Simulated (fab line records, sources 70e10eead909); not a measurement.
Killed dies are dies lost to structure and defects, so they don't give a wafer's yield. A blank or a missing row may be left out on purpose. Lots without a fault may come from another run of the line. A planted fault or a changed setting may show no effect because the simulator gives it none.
fab line records | flow nand_harc | part 2 of 2: steps 4 to 6 of 6
record lots=23 wafers=69 last_day=33
route steps=1302 shown A_STAIRCASE@789
lots that met no fault: from a run of the same line without faults
start_h: hours from the record's first day to the start of the lot's first wafer shown | wait_h: hours since the lot's step before | " the same as in the row above | L1.1+2: a row that stands for several wafers | - no value, or no start given | * or withheld: withheld | < > ~ a bound
route shown NAME@n: a module of which the file shows steps, and the number in the route of the first | usual: mean/standard deviation of fault-free wafers | same: alike in all rows | chamber/n: place in a boat | sites: the reading at each site | _std_site: their standard deviation | _edge_site: outer sites' mean less inner sites' | radius_mm: how far each site lies from the wafer's centre | mask NAME#n: copy n | behind: the tool/chamber that last shaped the wafer | hold: why the lot was held/for how many hours/how that ended | device: the transistor (n, p or np) that didn't switch | end of line: the same wafers' tests at the end of the route | a step without rows: its recipe alone | killed: dies lost to structure and defects at the first sort, not the wafer's yield | map: a wafer's dies, x killed, . not, _ none there
set.NAME: the setting as run; set.NAME@STEP: as run at that earlier step | model.NAME: the simulator's own value behind a step, which no gauge read
steps of the route over a sample of lots; a table a step, a row a wafer
services: from which hour (start_h, from the record's first day; less than 0 if before it) a tool's chamber was out of use, for how many hours, and why
## steps
# step NHARC_A_STAIRCASE_STRIP_316
# recipe o2_flow_sccm=500 ar_flow_sccm=0 bias_w=0 chemistry=O2
# usual drypump_motor_current_A=5.6/0.37 mfc_ar_sccm=0.008/0.01 oes_product_au=0.996/0.0099 rf_vpp_V=57.7/0.9 showerhead_plenum_p_Torr=3.49/0.13 throttle_valve_pct=17.037/0.0092
# columns lot.wafer tool chamber start_h wait_h drypump_motor_current_A mfc_ar_sccm oes_product_au rf_hours_counter_h rf_vpp_V showerhead_plenum_p_Torr throttle_valve_pct
L074.3 rie_diel-11 2 - - 6.1 0 0.986 46 58.7 3.47 17.022
L074.6 " 2 " " 6.1 0 0.986 - 56.2 3.47 17.037
L074.4 " 0 " " 6.1 0.016 0.992 - 57.9 3.28 17.036
L075.2 rie_diel-03 3 - - 5.9 0 0.976 33 57.0 3.34 17.023
L075.4 " 0 " " 5.9 0.016 1.001 33 57.8 3.41 17.035
L075.5 " 2 " " 5.9 0 0.989 - 56.5 3.60 17.043
L076.1 rie_diel-03 2 - - 5.9 0 0.988 50 59.0 3.60 17.036
L076.4 " 3 " " 5.9 0 0.972 40 57.9 3.34 17.027
L076.5 " 1 " " 5.1 0 0.992 - 58.2 3.37 17.020
L078.1 rie_diel-13 3 - - 5.6 0.009 0.996 14 57.4 3.55 17.034
L078.3 " 0 " " 5.3 0.009 1.005 22 56.7 3.55 17.044
L078.4 " 3 " " 5.5 0.009 1.007 - 57.4 3.55 17.030
L077.3 rie_diel-13 0 - - 5.3 0.009 1.017 23 57.4 3.55 17.037
L077.6 " 1 " " 5.9 0.010 0.985 - 55.9 3.44 17.048
L077.5 " 0 " " 5.3 0.009 1.010 - 58.0 3.55 17.028
L079.1 rie_diel-13 0 - - 5.3 0.009 1.021 24 59.1 3.55 17.038
L079.6 " 3 " " 5.6 0.009 1.006 - 57.0 3.55 17.036
L079.5 " 0 " " 5.3 0.009 1.011 - 58.3 3.55 17.046
L081.4 rie_diel-11 0 - - 6.1 0.016 0.992 3 58.1 3.81 17.040
L081.1 " 1 " " 5.5 0 1.004 3 58.1 3.72 17.031
L081.6 " 3 " " 5.1 0.039 1.002 - 57.6 3.37 17.014
L082.1 rie_diel-13 1 - - 5.9 0.010 0.991 32 56.8 3.44 17.047
L082.4 " 2 " " 5.1 0 1.002 25 58.8 3.62 17.020
L082.3 " 3 " " 5.5 0.009 0.999 24 57.6 3.55 17.016
L080.2 rie_diel-13 0 - - 5.3 0.009 1.006 31 58.0 3.55 17.028
L080.3 " 2 " " 5.2 0 1.011 25 58.5 3.62 17.026
L080.6 " 0 " " 5.3 0.009 1.000 - 58.5 3.55 17.040
L083.2 rie_diel-11 0 - - 6.2 0.016 0.992 12 59.0 3.80 17.055
L083.6 " 2 " " 6.1 0 0.992 - 57.6 3.45 17.045
L083.5 " 3 " " 5.1 0.039 0.985 - 58.4 3.37 17.033
L085.3 rie_diel-13 1 - - 5.9 0.010 0.986 45 57.3 3.43 17.049
L085.1 " 3 " " 5.5 0.009 0.989 32 57.3 3.54 17.040
L085.4 " 0 " " 5.3 0.009 1.003 44 59.7 3.54 17.034
L084.4 rie_diel-11 1 - - 5.5 0 0.982 22 58.3 3.71 17.031
L084.1 " 3 " " 5.2 0.039 0.993 22 57.4 3.36 17.031
L084.6 " 2 " " 6.1 0 0.992 - 57.3 3.45 17.043
L086.2 rie_diel-13 2 - - 5.2 0 1.017 40 58.0 3.61 17.024
L086.5 " 2 " " 5.2 0 1.005 - 58.6 3.61 17.047
L086.6 " 3 " " 5.5 0.009 1.002 - 58.0 3.54 17.037
L087.3 rie_diel-13 0 - - 5.3 0.009 1.014 48 57.9 3.54 17.053
L087.2 " 2 " " 5.1 0 1.011 42 58.0 3.61 17.031
L087.6 " 1 " " 5.9 0.010 0.993 - 57.8 3.43 17.041
L088.1 rie_diel-03 0 - - 5.9 0.016 0.980 27 57.5 3.38 17.033
L088.2 " 2 " " 5.9 0 0.995 22 56.4 3.57 17.039
L088.4 " 3 " " 5.9 0 0.996 27 57.0 3.32 17.038
L091.3 rie_diel-03 3 - - 5.9 0 0.988 28 57.6 3.31 17.047
L091.4 " 1 " " 5.0 0 0.998 24 57.8 3.35 17.046
L091.6 " 3 " " 5.9 0 0.992 - 57.4 3.32 17.025
L089.4 rie_diel-11 2 - - 6.1 0 0.979 36 57.4 3.44 17.032
L089.3 " 3 " " 5.2 0.039 0.995 36 57.4 3.36 17.034
L089.6 " 1 " " 5.5 0 0.992 - 58.6 3.70 17.057
L092.4 rie_diel-11 3 - - 5.2 0.039 0.987 39 57.6 3.36 17.050
L092.1 " 0 " " 6.1 0.016 0.987 38 58.1 3.79 17.042
L092.5 " 0 " " 6.1 0.016 0.986 - 59.1 3.79 17.034
L093.4 rie_diel-13 3 - - 5.5 0.009 0.984 14 58.5 3.53 17.022
L093.6 " 1 " " 5.9 0.010 0.986 - 56.7 3.41 17.043
L093.5 " 2 " " 5.2 0 1.002 - 57.0 3.60 17.048
L095.1 rie_diel-13 1 - - 5.9 0.010 0.990 20 58.5 3.41 17.061
L095.4 " 3 " " 5.5 0.009 0.984 17 59.7 3.53 17.044
L095.6 " 1 " " 5.9 0.010 0.987 - 59.4 3.41 17.049
L094.4 rie_diel-03 3 - - 5.9 0 1.000 49 56.7 3.30 17.031
L094.2 " 0 " " 5.9 0.016 0.994 47 55.3 3.37 17.036
L094.3 " 1 " " 5.1 0 0.993 40 57.6 3.34 17.040
L096.4 rie_diel-13 3 - - 5.5 0.009 0.986 19 56.8 3.53 17.022
L096.6 " 0 " " 5.3 0.009 1.000 - 57.4 3.52 17.050
L096.5 " 1 " " 5.9 0.010 0.991 - 58.3 3.41 17.022
L097.2 rie_diel-03 1 - - 5.1 0 1.023 50 58.2 3.33 17.027
L097.4 " 2 " " 5.9 0 0.998 49 58.3 3.56 17.045
L097.6 " 3 " " 5.9 0 1.003 - 56.4 3.30 17.054
# step NHARC_A_STAIRCASE_ALD_415
# recipe target_thk_a=300 pulse_time_s=6 ald_cycles=300 temp_c=300 material=SiO2
# usual heater_power_w=458/38 precursor_pulse_height_rel=1.002/0.019
# columns lot.wafer tool chamber start_h wait_h heater_power_w precursor_pulse_height_rel
L074.3 ald_hk-01 2 385.59 0.3 439 0.997
L074.4 " 3 " " 465 1.022
L074.6 " 2 " " 438 1.021
L075.2 ald_hk-02 0 386.09 0.3 534 0.993
L075.4 " 1 " " 472 0.998
L075.5 " 0 " " 535 0.978
L076.4 ald_hk-01 3 416.33 0.1 462 0.995
L076.1 " 0 " " 464 0.995
L076.5 " 0 " " 465 1.001
L078.4 ald_hk-01 2 424.80 0.1 433 0.979
L078.3 " 3 " " 486 1.017
L078.1 " 1 " " 479 1.003
L077.3 ald_hk-03 3 427.38 0.8 380 0.996
L077.5 " 0 " " 441 0.976
L077.6 " 1 " " 500 0.975
L079.1 ald_hk-01 3 428.89 0.1 462 1.005
L079.6 " 3 " " 470 1.012
L079.5 " 0 " " 455 0.988
L081.4 ald_hk-02 2 452.71 0.1 406 1.008
L081.1 " 1 454.11 1.5 480 0.992
L081.6 " 2 " " 421 0.976
L082.3 ald_hk-01 3 462.55 0.1 461 0.987
L082.1 " 0 " " 460 0.999
L082.4 " 1 " " 479 1.017
L080.2 ald_hk-02 1 463.54 0.1 466 0.980
L080.3 " 3 " " 518 1.006
L080.6 " 1 " " 462 1.006
L083.2 ald_hk-03 1 479.54 0.8 515 0.988
L083.6 " 2 " " 448 1.012
L083.5 " 3 " " 379 1.008
L085.3 ald_hk-03 0 499.18 0.1 447 0.988
L085.4 " 1 " " 500 1.013
L085.1 " 2 " " 448 0.994
L084.4 ald_hk-01 2 508.65 0.5 436 1.005
L084.1 " 3 " " 469 1.026
L084.6 " 1 " " 451 0.999
L086.2 ald_hk-01 0 510.80 0.1 437 1.013
L086.6 " 0 " " 451 0.974
L086.5 " 1 " " 459 0.987
L087.2 ald_hk-03 0 514.12 0.3 439 0.992
L087.3 " 1 " " 500 1.007
L087.6 " 3 " " 384 1.016
L088.2 ald_hk-03 0 538.39 0.1 448 1.045
L088.1 " 1 " " 511 0.984
L088.4 " 2 " " 440 0.983
L091.4 ald_hk-03 2 543.21 0.3 458 1.004
L091.3 " 0 " " 442 1.009
L091.6 " 1 " " 504 0.996
L089.3 ald_hk-01 1 547.95 0.3 455 1.026
L089.4 " 3 " " 475 0.984
L089.6 " 0 " " 449 0.995
L092.4 ald_hk-01 0 558.70 0.1 446 0.982
L092.1 " 2 " " 423 1.001
L092.5 " 0 " " 430 1.005
L093.4 ald_hk-03 1 587.00 0.3 481 1.026
L093.6 " 0 " " 458 1.003
L093.5 " 1 " " 501 0.974
L095.1 ald_hk-02 0 593.64 0.1 525 1.051
L095.4 " 3 " " 533 1.009
L095.6 " 0 " " 529 0.979
L094.3 ald_hk-01 0 593.94 0.1 440 0.982
L094.2 " 1 " " 456 1.007
L094.4 " 2 " " 431 0.987
L096.4 ald_hk-01 1 608.73 0.3 446 1.002
L096.6 " 0 " " 439 1.035
L096.5 " 1 " " 456 0.976
L097.4 ald_hk-03 3 615.52 0.3 364 1.008
L097.2 " 1 " " 496 1.001
L097.6 " 2 " " 452 0.996
# step NHARC_A_STAIRCASE_ETCHBACK_416
# recipe target_depth_a=360 time_s=7.2 c4f8_flow_sccm=withheld o2_flow_sccm=8 ar_flow_sccm=withheld rf_w=600 bias_w=800 chemistry=C4F8/O2/Ar
# usual oes_product_au=0.927/0.017 rf_vpp_V=723/4
# columns lot.wafer tool chamber start_h wait_h oes_product_au rf_hours_counter_h rf_vpp_V
L074.3 rie_diel-03 2 - - 0.923 36 726
L074.4 " 0 " " 0.931 33 719
L074.6 " 2 " " 0.920 - 725
L075.2 rie_diel-11 3 - - 0.934 42 719
L075.4 " 2 " " 0.923 - 721
L075.5 " 3 " " 0.932 - 719
L076.4 rie_diel-03 0 - - 0.940 47 720
L076.1 " 1 " " 0.922 53 717
L076.5 " 1 " " 0.920 - 717
L078.1 rie_diel-13 3 - - 0.936 16 724
L078.3 " 0 " " 0.939 23 726
L078.4 " 0 " " 0.936 - 724
L077.3 rie_diel-11 3 - - 0.925 59 720
L077.6 " 3 " " 0.927 - 718
L077.5 " 2 " " 0.920 - 721
L079.1 rie_diel-03 2 - - 0.925 57 726
L079.5 " 0 " " 0.942 - 719
L079.6 " 1 " " 0.928 - 718
L081.1 rie_diel-11 1 456.19 1.6 0.925 4 730
L081.4 " 3 " " 0.917 4 718
L081.6 " 1 " " 0.922 - 728
L082.3 rie_diel-13 1 - - 0.925 36 720
L082.4 " 2 " " 0.926 29 727
L082.1 " 3 " " 0.927 26 724
L080.3 rie_diel-13 3 467.25 2.3 0.941 26 724
L080.2 " 0 " " 0.938 33 723
L080.6 " 3 " " 0.936 - 722
L083.2 rie_diel-13 2 - - 0.925 35 725
L083.6 " 0 " " 0.942 - 722
L083.5 " 1 " " 0.924 - 722
L085.1 rie_diel-03 2 - - 0.917 10 725
L085.4 " 0 " " 0.918 11 719
L085.3 " 1 " " 0.930 10 718
L084.1 rie_diel-13 3 - - 0.931 34 723
L084.4 " 1 " " 0.939 48 720
L084.6 " 0 " " 0.934 - 723
L086.2 rie_diel-11 2 - - 0.916 26 722
L086.6 " 0 " " 0.911 - 731
L086.5 " 1 " " 0.913 - 729
L087.3 rie_diel-13 1 - - 0.913 51 720
L087.2 " 0 " " 0.925 49 724
L087.6 " 2 " " 0.930 - 725
L088.2 rie_diel-13 1 - - 0.989 3 719
L088.1 " 2 " " 1.000 3 725
L088.4 " 0 " " 0.994 2 723
L091.4 rie_diel-11 3 - - 0.925 36 719
L091.3 " 0 " " 0.937 35 730
L091.6 " 3 " " 0.913 - 717
L089.3 rie_diel-13 0 - - 0.922 4 724
L089.4 " 2 " " 0.940 6 723
L089.6 " 3 " " 0.925 - 723
L092.1 rie_diel-11 1 - - 0.922 42 729
L092.4 " 2 " " 0.918 40 720
L092.5 " 0 " " 0.918 - 730
L093.4 rie_diel-11 3 - - 0.920 51 718
L093.6 " 0 " " 0.927 - 730
L093.5 " 1 " " 0.920 - 727
L095.1 rie_diel-13 3 - - 0.917 17 723
L095.4 " 1 " " 0.912 20 721
L095.6 " 3 " " 0.923 - 723
L094.3 rie_diel-13 1 - - 0.910 20 719
L094.4 " 2 " " 0.921 19 726
L094.2 " 3 " " 0.910 18 722
L096.4 rie_diel-11 1 - - 0.930 56 727
L096.5 " 1 " " 0.924 - 729
L096.6 " 2 " " 0.924 - 719
L097.2 rie_diel-13 2 - - 0.927 22 725
L097.4 " 3 " " 0.919 21 723
L097.6 " 1 " " 0.915 - 717
## services
# columns tool chamber start_h hours kind
rie_diel-13 0 352.85 - clean
rie_diel-13 1 352.85 - clean
rie_diel-13 2 352.85 - clean
ald_hk-02 - 353.74 10.0 pm
rie_diel-13 3 356.68 15.5 repair
rie_diel-13 2 374.87 1.9 repair
rie_diel-11 - 382.15 0.2 repair
rie_diel-03 3 387.53 3.3 repair
ald_hk-03 - 392.97 10.0 pm
ald_hk-03 - 422.35 0.8 repair
rie_diel-13 2 423.78 9.2 repair
rie_diel-11 1 423.84 6.5 repair
rie_diel-11 - 434.04 9.0 pm
rie_diel-13 0 448.17 6.2 repair
rie_diel-03 - 458.39 9.0 pm
rie_diel-13 3 475.75 22.2 repair
ald_hk-01 - 477.16 10.0 pm
rie_diel-03 0 481.35 3.6 repair
rie_diel-13 - 520.91 9.0 pm
rie_diel-13 - 530.61 0.6 repair
ald_hk-02 - 531.74 10.0 pm
ald_hk-02 - 565.07 0.7 repair
ald_hk-03 - 570.97 10.0 pm
rie_diel-11 - 611.04 9.0 pm
